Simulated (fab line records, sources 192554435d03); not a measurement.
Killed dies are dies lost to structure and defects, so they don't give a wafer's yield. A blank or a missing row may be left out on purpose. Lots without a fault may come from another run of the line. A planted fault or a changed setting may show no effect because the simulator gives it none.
fab line records | flow n5_finfet
record lots=7 wafers=21
route steps=1938 shown BEOL_M9@1405 BEOL_M10@1513 BEOL_M11@1539 BEOL_M13@1680 BEOL_M14@1762 BEOL_M15@1808 MIM_BOT_LITHO@1858
start_h: hours from the record's first day to the start of the lot's first wafer shown | wait_h: hours since the lot's step before | " the same as in the row above | L1.1+2: a row that stands for several wafers | - no value, or no start given | * or withheld: withheld | < > ~ a bound
route shown NAME@n: a module of which the file shows steps, and the number in the route of the first | usual: mean/standard deviation of fault-free wafers | same: alike in all rows | chamber/n: place in a boat | sites: the reading at each site | _std_site: their standard deviation | _edge_site: outer sites' mean less inner sites' | radius_mm: how far each site lies from the wafer's centre | mask NAME#n: copy n | behind: the tool/chamber that last shaped the wafer | hold: why the lot was held/for how many hours/how that ended | device: the transistor (n, p or np) that didn't switch | end of line: the same wafers' tests at the end of the route | a step without rows: its recipe alone | killed: dies lost to structure and defects at the first sort, not the wafer's yield | map: a wafer's dies, x killed, . not, _ none there
set.NAME: the setting as run; set.NAME@STEP: as run at that earlier step | model.NAME: the simulator's own value behind a step, which no gauge read
lots whose settings were changed on purpose; a table a step, a row a wafer
## steps
# step N5_BEOL_M9_HM_DEP_02
# recipe material=TiN target_thk_a=200 temp_c=25 chamber_pressure_pa=0.49996
# columns lot.wafer tool chamber start_h wait_h set.target_thk_a model.TiN_of_BEOL_M9_HM_DEP_02.thk_nm
L075.2 pvd_sputter-01 - 207.58 0.3 179.3 17.8
L075.3 " - " " 179.3 18.2
L075.5 " - " " 179.3 18
L083.1+2 pvd_sputter-02 - 262.88 1.3 200 20.2
L083.5 " - " " 200 20
L087.2+5 pvd_sputter-02 - 286.68 1.2 200 19.8
L087.6 " - " " 200 20
L089.2 pvd_sputter-03 - 288.70 0.7 186.5 18.4
L089.5 " - " " 200 19.6
L089.6 " - " " 200 20
L094.1 pvd_sputter-02 - 330.81 0.6 200 19.4
L094.3 " - " " 200 19.6
L094.4 " - " " 190.4 18.8
L093.1 pvd_sputter-02 - 331.53 1.0 200 19.4
L093.2 " - " " 200 19.6
L093.5 " - " " 190 18.8
L095.4+5 pvd_sputter-02 - 331.78 0.9 222.8 22.4
L095.6 " - " " 200 20
# step N5_BEOL_M9_ETCH_62
# recipe chemistry=N2/H2 target=SOC target_depth_a=1100 overetch_a=220 mask_material=SiARC temp_c=40 time_s=165 ion_energy_ev=200 pressure_mtorr=30 source_w=840 bias_w=150 n2_flow_sccm=200 h2_flow_sccm=200
# usual rf_vpp_V=523.6/2.8
# columns lot.wafer tool chamber start_h wait_h set.source_w rf_vpp_V
L075.2 rie_diel-01 2 208.25 0.0 840 521.1
L075.3 " 1 " " 840 524.6
L075.5 " 1 " " 840 524.1
L083.1 rie_diel-03 1 263.74 0.0 840 528.2
L083.2 " 2 " " 840 529.1
L083.5 " 2 " " 840 527.9
L087.2 rie_diel-01 2 287.56 0.0 840 521.3
L087.5 " 2 " " 840 519.4
L087.6 " 3 " " 840 523.9
L089.2 rie_diel-03 3 289.77 0.0 921.9 503.3
L089.5 " 0 " " 840 527.0
L089.6 " 3 " " 840 520.2
L094.1 rie_diel-01 1 331.47 0.0 780.7 534.8
L094.3 " 0 " " 840 522.7
L094.4 " 3 " " 840 523.6
L093.1 rie_diel-01 2 332.07 0.0 691.3 554.5
L093.2 " 3 " " 691.3 557.5
L093.5 " 3 " " 840 523.3
L095.4 rie_diel-03 1 332.39 0.0 840 524.7
L095.5 " 3 " " 690.3 554.3
L095.6 " 0 " " 840 527.2
# step N5_BEOL_M9_STRIP_68
# recipe chemistry=N2/H2 temp_c=40 n2_flow_sccm=200 h2_flow_sccm=200 rf_frequency_hz=6e+07
# step N5_BEOL_M9_STRIP_67
# recipe chemistry=CF4 resist=SiARC power_w=300 bias_power_w=75 pressure_mtorr=50 cf4_flow_sccm=150 rf_frequency_hz=6e+07
# step N5_BEOL_M9_HM_OPEN_17
# recipe chemistry=Cl2/BCl3 target_depth_a=200 overetch_a=60 target=TiN mask_material=SOC ion_energy_ev=150 pressure_mtorr=10 icp_w=1000 bias_w=126 Cl2_flow_sccm=53.25 bcl3_flow_sccm=21.75 Ar_flow_sccm=25
# columns lot.wafer tool chamber start_h wait_h set.target_thk_a@BEOL_M9_HM_DEP_02 model.etch.depth_nm
L075.2 rie_metal-02 0 208.44 0.0 179.3 17.86
L075.3 " 1 " " 179.3 18.22
L075.5 " 1 " " 179.3 18.05
L083.1 rie_metal-03 1 263.93 0.0 200 20.13
L083.2 " 0 " " 200 20.14
L083.5 " 1 " " 200 19.98
L087.2 rie_metal-03 0 287.75 0.0 200 19.86
L087.5 " 0 " " 200 19.88
L087.6 " 1 " " 200 19.94
L089.2 rie_metal-01 0 289.96 0.0 186.5 18.32
L089.5 " 0 " " 200 19.61
L089.6 " 1 " " 200 19.94
L094.1 rie_metal-03 0 331.66 0.0 200 19.46
L094.3 " 1 " " 200 19.51
L094.4 " 0 " " 190.4 18.8
L093.1 rie_metal-02 1 332.26 0.0 200 19.45
L093.2 " 0 " " 200 19.53
L093.5 " 1 " " 190 18.83
L095.4 rie_metal-02 1 332.61 0.1 222.8 22.4
L095.5 " 1 " " 222.8 22.49
L095.6 " 0 " " 200 20.07
# step N5_BEOL_M9_EXPOSE_25
# recipe mask_id=V8 na=0.33 source_shape=annular sigma_inner=0.4 sigma_outer=0.8 polarization=unpolarized dose_mj=37.25
# columns lot.wafer tool chamber start_h wait_h mask set.dose_mj
L075.2+3 euv_scanner-02 0 209.39 - V8#0 38.53
L075.5 " 0 " " V8#0 37.25
L083.1+2+5 euv_scanner-02 0 264.77 - V8#0 37.25
L087.2+6 euv_scanner-01 0 288.68 - V8#0 37.25
L087.5 " 0 " " V8#0 34.8
L089.2 euv_scanner-01 0 290.45 - V8#0 35.02
L089.5+6 " 0 " " V8#0 37.25
L095.4+5+6 euv_scanner-02 0 334.74 - V8#0 37.25
L093.1+2+5 euv_scanner-02 0 334.76 - V8#0 37.25
L094.1+3 euv_scanner-02 0 334.80 - V8#0 37.25
L094.4 " 0 " " V8#0 34.86
# step N5_BEOL_M9_PEB_26
# recipe peb_temp_c=100 peb_time_s=60 resist=CAR-EUV
# step N5_BEOL_M9_DEVELOP_27
# recipe develop_time_s=30 developer=TMAH resist=CAR-EUV rinse_liquid=surfactant_rinse dry=air_spin dev_temp_c=23
# step N5_BEOL_M9_CD_MEAS_28
# recipe target_cd_nm=70 landing_energy_ev=500 detector=se_inlens polarity=opening
# usual cd_nm=70.1/0.31
# columns lot.wafer tool chamber start_h wait_h set.dose_mj@BEOL_M9_EXPOSE_25 cd_nm
L075.2 cd_sem-03 0 209.51 - 38.53 71.4
L075.3 " 0 " " 38.53 71.2
L075.5 " 0 " " 37.25 70.7
L083.1 cd_sem-03 0 264.91 - 37.25 69.8
L083.2 " 0 " " 37.25 70.3
L083.5 " 0 " " 37.25 70.0
L087.2 cd_sem-01 0 288.81 - 37.25 70.2
L087.5 " 0 " " 34.8 68.8
L087.6 " 0 " " 37.25 69.9
L089.2 cd_sem-03 0 290.57 - 35.02 68.7
L089.5 " 0 " " 37.25 70.2
L089.6 " 0 " " 37.25 70.4
L095.4 cd_sem-03 0 334.85 - 37.25 70.0
L095.5 " 0 " " 37.25 69.6
L095.6 " 0 " " 37.25 70.5
L093.1 cd_sem-01 0 334.89 - 37.25 69.9
L093.2 " 0 " " 37.25 70.0
L093.5 " 0 " " 37.25 70.0
L094.1 cd_sem-03 0 334.93 - 37.25 70.4
L094.3 " 0 " " 37.25 70.0
L094.4 " 0 " " 34.86 69.2
# step N5_BEOL_M10_ETCH_41
# recipe chemistry=CH3F/O2 target=SiCN target_depth_a=426 taper_deg=2 time_s=86 ion_energy_ev=120 mask_material=TiN pressure_mtorr=30 source_w=395 bias_w=75 Ar_flow_sccm=150 CH3F_flow_sccm=30 O2_flow_sccm=20
# usual rf_vpp_V=297.6/1.4
# columns lot.wafer tool chamber start_h wait_h set.source_w rf_vpp_V
L075.2 rie_diel-05 2 - - 370.6 305.5
L075.3 " 3 " " 370.6 308.6
L075.5 " 0 " " 395 299.6
L083.1 rie_diel-06 0 - - 395 296.1
L083.2 " 2 " " 395 297.9
L083.5 " 2 " " 395 298.4
L087.2 rie_diel-04 1 - - 395 298.4
L087.5 " 2 " " 429.2 289.6
L087.6 " 3 " " 429.2 288.3
L089.2 rie_diel-06 3 - - 440.4 285.1
L089.5 " 2 " " 395 298.3
L089.6 " 1 " " 440.4 285.3
L095.4 rie_diel-06 3 - - 360 305.6
L095.5 " 1 " " 360 304.8
L095.6 " 0 " " 360 306.8
L094.1 rie_diel-04 1 - - 395 296.0
L094.3 " 0 " " 445.3 284.0
L094.4 " 3 " " 395 295.6
L093.1 rie_diel-04 3 - - 357.1 307.0
L093.2 " 1 " " 395 297.6
L093.5 " 3 " " 357.1 307.3
# step N5_BEOL_M11_PECVD_70
# recipe material=SiO2 target_thk_a=200 temp_c=400 precursor=TEOS/O2 pressure_torr=5.5 rf_w=450 teos_flow_sccm=53.8 gas=O2 flow_sccm=3000 time_s=22.7
# columns lot.wafer tool chamber start_h wait_h set.time_s model.SiO2_of_BEOL_M11_PECVD_70.thk_nm
L075.2 pecvd-02 2 222.01 0.0 22.7 20.2
L075.3 " 0 " " 26.08 23
L075.5 " 2 " " 26.08 23.2
L083.1+2 pecvd-03 2,0 275.85 0.0 22.7 19.8
L083.5 " 2 " " 22.7 20.2
L087.2 pecvd-04 1 299.48 0.0 22.7 19.6
L087.5 " 0 " " 22.7 20.6
L087.6 " 1 " " 26.09 22.6
L089.2 pecvd-02 0 303.37 0.0 22.7 20
L089.5+6 " 2,0 " " 25.49 22.8
L095.4 pecvd-03 1 347.70 0.1 22.7 20
L095.5 " 2 " " 20.82 19
L095.6 " 0 " " 22.7 20.2
L094.1 pecvd-03 1 349.41 0.0 22.7 20.2
L094.3 " 2 " " 25.21 22.4
L094.4 " 0 " " 22.7 20.4
L093.1 pecvd-02 2 351.29 0.0 22.7 19.6
L093.2 " 0 " " 22.7 20
L093.5 " 0 " " 22.7 20.4
# step N5_BEOL_M11_HM_DEP_02
# recipe material=TiN target_thk_a=200 temp_c=25 chamber_pressure_pa=0.49996
# step N5_BEOL_M11_COAT_59
# recipe resist=SOC temp_c=250 time_s=60 spin_rpm=1500 resist_thk_nm=100
# step N5_BEOL_M11_STRIP_77
# recipe chemistry=N2/H2 time_s=10 power_w=450 temp_c=40 pressure_mtorr=20 rf_frequency_hz=6e+07 bias_power_w=7 n2_flow_sccm=200 h2_flow_sccm=200
# step N5_BEOL_M11_HM_STRIP_39
# recipe chemistry=peroxide_tin_strip material=TiN target_depth_a=250 temp_c=50 time_s=158
# columns lot.wafer tool chamber start_h wait_h set.time_s@BEOL_M11_PECVD_70 model.SiO2_of_BEOL_M11_PECVD_70.thk_nm
L075.2 wet_bench-05 5 225.36 0.0 22.7 20
L075.3 " 4 " " 26.08 22.8
L075.5 " 3 " " 26.08 23
L083.1+2 wet_bench-06 7,4 279.06 0.0 22.7 19.6
L083.5 " 3 " " 22.7 20
L087.2 wet_bench-06 0 304.94 0.0 22.7 19.4
L087.5 " 6 " " 22.7 20.6
L087.6 " 2 " " 26.09 22.4
L089.2 wet_bench-06 0 307.35 0.0 22.7 19.8
L089.5+6 " 6,7 " " 25.49 22.6
L095.4 wet_bench-05 1 350.94 0.0 22.7 19.8
L095.5 " 4 " " 20.82 18.8
L095.6 " 0 " " 22.7 20
L094.1 wet_bench-06 2 351.68 0.0 22.7 20
L094.3 " 1 " " 25.21 22.2
L094.4 " 3 " " 22.7 20.2
L093.1 wet_bench-06 6 353.96 0.0 22.7 19.4
L093.2 " 0 " " 22.7 20
L093.5 " 3 " " 22.7 20.4
# step N5_BEOL_M13_COAT_65
# recipe resist=SOC temp_c=250 time_s=60 spin_rpm=1500 resist_thk_nm=350
# columns lot.wafer tool chamber start_h wait_h set.spin_rpm model.SOC_of_BEOL_M13_COAT_65.thk_nm
L075.2 litho_track-05 0 235.84 0.0 1401 362.4
L075.3 " 0 " " 1401 362
L075.5 " 0 " " 1500 349.8
L083.1+2 litho_track-01 0 289.38 0.0 1500 349.2
L083.5 " 0 " " 1500 350
L087.2 litho_track-01 0 314.41 0.0 1500 350.4
L087.5 " 0 " " 1500 350.2
L087.6 " 0 " " 1500 350
L089.2 litho_track-01 0 316.73 0.0 1500 351.8
L089.5 " 0 " " 1561 343.6
L089.6 " 0 " " 1561 345
L095.4 litho_track-05 0 359.31 0.0 1405 361.2
L095.5 " 0 " " 1405 360.8
L095.6 " 0 " " 1405 361
L094.1 litho_track-05 0 361.86 0.0 1441 357
L094.3 " 0 " " 1441 358.2
L094.4 " 0 " " 1441 357.8
L093.1 litho_track-02 0 367.20 0.0 1345 370.8
L093.2 " 0 " " 1345 370.4
L093.5 " 0 " " 1500 350.6
# step N5_BEOL_M14_SPUTTER_43
# recipe material=TaN target_thk_a=150 temp_c=50 bias_v=168.6 power_w=15000 chamber_pressure_pa=0.12 time_s=24.19
# columns lot.wafer tool chamber start_h wait_h set.power_w model.TaN_of_BEOL_M14_SPUTTER_43.thk_nm
L075.2+5 pvd_sputter-02 - 250.69 0.0 15000 15
L075.3 " - " " 15000 14.8
L083.1+5 pvd_sputter-02 - 295.68 0.0 15000 15.2
L083.2 " - " " 15000 15
L087.2+6 pvd_sputter-02 - 322.82 0.0 16910 17
L087.5 " - " " 15000 15
L089.2+5+6 pvd_sputter-01 - 328.85 0.0 15000 15
L095.4 pvd_sputter-01 - 369.59 0.0 13960 13.8
L095.5+6 " - " " 15000 14.8
L094.1 pvd_sputter-03 - 369.91 0.0 15000 15
L094.3+4 " - " " 14110 14.2
L093.1+2 pvd_sputter-01 - 375.79 0.0 15000 14.8
L093.5 " - " " 15000 15
# step N5_BEOL_M15_ETCH_61
# recipe chemistry=N2/H2 target=BARC target_depth_a=890 overetch_a=267 time_s=67.9 ion_energy_ev=200 pressure_mtorr=30 source_w=840 bias_w=150 n2_flow_sccm=200 h2_flow_sccm=200
# columns lot.wafer tool chamber start_h wait_h set.time_s model.coat_of_BEOL_M15_COAT_22.thk_nm
L075.2 rie_diel-02 3 254.20 0.0 82.05 709.8
L075.3 " 0 " " 82.05 712.2
L075.5 " 0 " " 67.9 724.2
L083.1 rie_diel-03 1 305.90 0.0 67.9 717.2
L083.2 " 0 " " 67.9 719.8
L083.5 " 2 " " 67.9 714.2
L087.2 rie_diel-03 3 326.35 0.0 81.07 705.4
L087.5 " 2 " " 67.9 721
L087.6 " 3 " " 81.07 707.4
L089.2 rie_diel-01 1 332.44 0.0 58.9 726.4
L089.5 " 1 " " 67.9 717.6
L089.6 " 2 " " 58.9 728.2
L095.4 rie_diel-03 2 373.96 0.0 60.98 723.6
L095.5 " 1 " " 67.9 716.6
L095.6 " 2 " " 67.9 718
L094.1 rie_diel-03 2 374.32 0.0 67.9 714.6
L094.3 " 1 " " 67.9 717.6
L094.4 " 0 " " 67.9 718.6
L093.1 rie_diel-03 0 379.52 0.0 67.9 722.2
L093.2 " 1 " " 82.02 703
L093.5 " 0 " " 82.02 708.6
# step N5_MIM_BOT_LITHO_EXPOSE_05
# recipe mask_id=MIM_BOT na=0.55 source_shape=conventional sigma_outer=0.8 polarization=unpolarized dose_mj=24.25
# columns lot.wafer tool chamber start_h wait_h mask set.dose_mj
L075.2 krf_scanner-02 0 268.25 - MIM_BOT#0 22.69
L075.3+5 " 0 " " MIM_BOT#0 24.25
L083.1+2+5 krf_scanner-02 0 313.01 - MIM_BOT#0 24.25
L087.2 krf_scanner-01 0 336.62 - MIM_BOT#0 23.07
L087.5+6 " 0 " " MIM_BOT#0 24.25
L089.2+5 krf_scanner-02 0 343.50 - MIM_BOT#0 24.25
L089.6 " 0 " " MIM_BOT#0 25.06
L095.4+5 krf_scanner-02 0 380.30 - MIM_BOT#0 25.78
L095.6 " 0 " " MIM_BOT#0 24.25
L094.1+4 krf_scanner-02 0 381.52 - MIM_BOT#0 25.51
L094.3 " 0 " " MIM_BOT#0 24.25
L093.1+5 krf_scanner-02 0 388.03 - MIM_BOT#0 24.25
L093.2 " 0 " " MIM_BOT#0 25.58
# step N5_MIM_BOT_LITHO_DEVELOP_07
# recipe develop_time_s=60 rinse_liquid=diw dry=air_spin dev_temp_c=21
# columns lot.wafer tool chamber start_h wait_h set.develop_time_s
L075.2+3+5 litho_track-02 0 - - 60
L083.1+2+5 litho_track-03 0 - - 60
L087.2+5 litho_track-02 0 - - 60
L087.6 " 0 " " 51.93
L089.2 litho_track-04 0 - - 60
L089.5+6 " 0 " " 69.48
L095.4+5 litho_track-04 0 - - 60
L095.6 " 0 " " 50.58
L094.1+4 litho_track-04 0 - - 60
L094.3 " 0 " " 67.09
L093.1+2+5 litho_track-03 0 - - 60
# step N5_MIM_BOT_LITHO_HARDBAKE_09
# recipe temp_c=130 time_s=120
# step N5_MIM_BOT_LITHO_CD_MEAS_08
# recipe target_cd_nm=3000 landing_energy_ev=500 detector=se_inlens polarity=opening
# usual cd_nm=2998.0/2.3
# columns lot.wafer tool chamber start_h wait_h set.dose_mj@MIM_BOT_LITHO_EXPOSE_05 cd_nm
L075.2 cd_sem-01 0 268.42 - 22.69 2990.5
L075.3 " 0 " " 24.25 2999.2
L075.5 " 0 " " 24.25 3000.3
L083.1 cd_sem-03 0 313.19 - 24.25 2998.7
L083.2 " 0 " " 24.25 2996.4
L083.5 " 0 " " 24.25 2999.0
L087.2 cd_sem-01 0 336.80 - 23.07 2986.4
L087.5 " 0 " " 24.25 2996.7
L087.6 " 0 " " 24.25 2996.1
L089.2 cd_sem-03 0 343.67 - 24.25 2997.4
L089.5 " 0 " " 24.25 2999.2
L089.6 " 0 " " 25.06 3008.5
L095.4 cd_sem-03 0 380.46 - 25.78 3013.0
L095.5 " 0 " " 25.78 3011.2
L095.6 " 0 " " 24.25 2997.3
L094.1 cd_sem-03 0 381.70 - 25.51 3003.1
L094.3 " 0 " " 24.25 2999.7
L094.4 " 0 " " 25.51 3007.7
L093.1 cd_sem-03 0 388.20 - 24.25 2995.2
L093.2 " 0 " " 25.58 3009.0
L093.5 " 0 " " 24.25 2995.8
## key
split step=N5_BEOL_M9_HM_DEP_02 setting=target_thk_a stated=200 by=wafer
response step=N5_BEOL_M9_HM_DEP_02 reading=model.TiN_of_BEOL_M9_HM_DEP_02.thk_nm change=+0.195 per=1% r=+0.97
response step=N5_BEOL_M9_HM_OPEN_17 reading=model.etch.depth_nm change=+0.194 per=1% r=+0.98
split step=N5_BEOL_M9_ETCH_62 setting=source_w stated=840 by=wafer
response step=N5_BEOL_M9_ETCH_62 reading=rf_vpp_V change=-1.76 per=1% r=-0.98
split step=N5_BEOL_M9_EXPOSE_25 setting=dose_mj stated=37.25 by=wafer
response step=N5_BEOL_M9_CD_MEAS_28 reading=cd_nm change=+0.203 per=1% r=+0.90
split step=N5_BEOL_M10_ETCH_41 setting=source_w stated=395 by=wafer
response step=N5_BEOL_M10_ETCH_41 reading=rf_vpp_V change=-1.04 per=1% r=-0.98
split step=N5_BEOL_M11_PECVD_70 setting=time_s stated=22.7 by=wafer
response step=N5_BEOL_M11_PECVD_70 reading=model.SiO2_of_BEOL_M11_PECVD_70.thk_nm change=+0.187 per=1% r=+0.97
response step=N5_BEOL_M11_HM_STRIP_39 reading=model.SiO2_of_BEOL_M11_PECVD_70.thk_nm change=+0.185 per=1% r=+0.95
split step=N5_BEOL_M13_COAT_65 setting=spin_rpm stated=1500 by=wafer
response step=N5_BEOL_M13_COAT_65 reading=model.SOC_of_BEOL_M13_COAT_65.thk_nm change=-1.91 per=1% r=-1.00
split step=N5_BEOL_M14_SPUTTER_43 setting=power_w stated=15000 by=wafer
response step=N5_BEOL_M14_SPUTTER_43 reading=model.TaN_of_BEOL_M14_SPUTTER_43.thk_nm change=+0.151 per=1% r=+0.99
split step=N5_BEOL_M15_ETCH_61 setting=time_s stated=67.9 by=wafer
response step=N5_BEOL_M15_ETCH_61 reading=model.coat_of_BEOL_M15_COAT_22.thk_nm change=-0.717 per=1% r=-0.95
split step=N5_MIM_BOT_LITHO_EXPOSE_05 setting=dose_mj stated=24.25 by=wafer
response step=N5_MIM_BOT_LITHO_CD_MEAS_08 reading=cd_nm change=+1.96 per=1% r=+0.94
split step=N5_MIM_BOT_LITHO_DEVELOP_07 setting=develop_time_s stated=60 by=wafer
response none clear
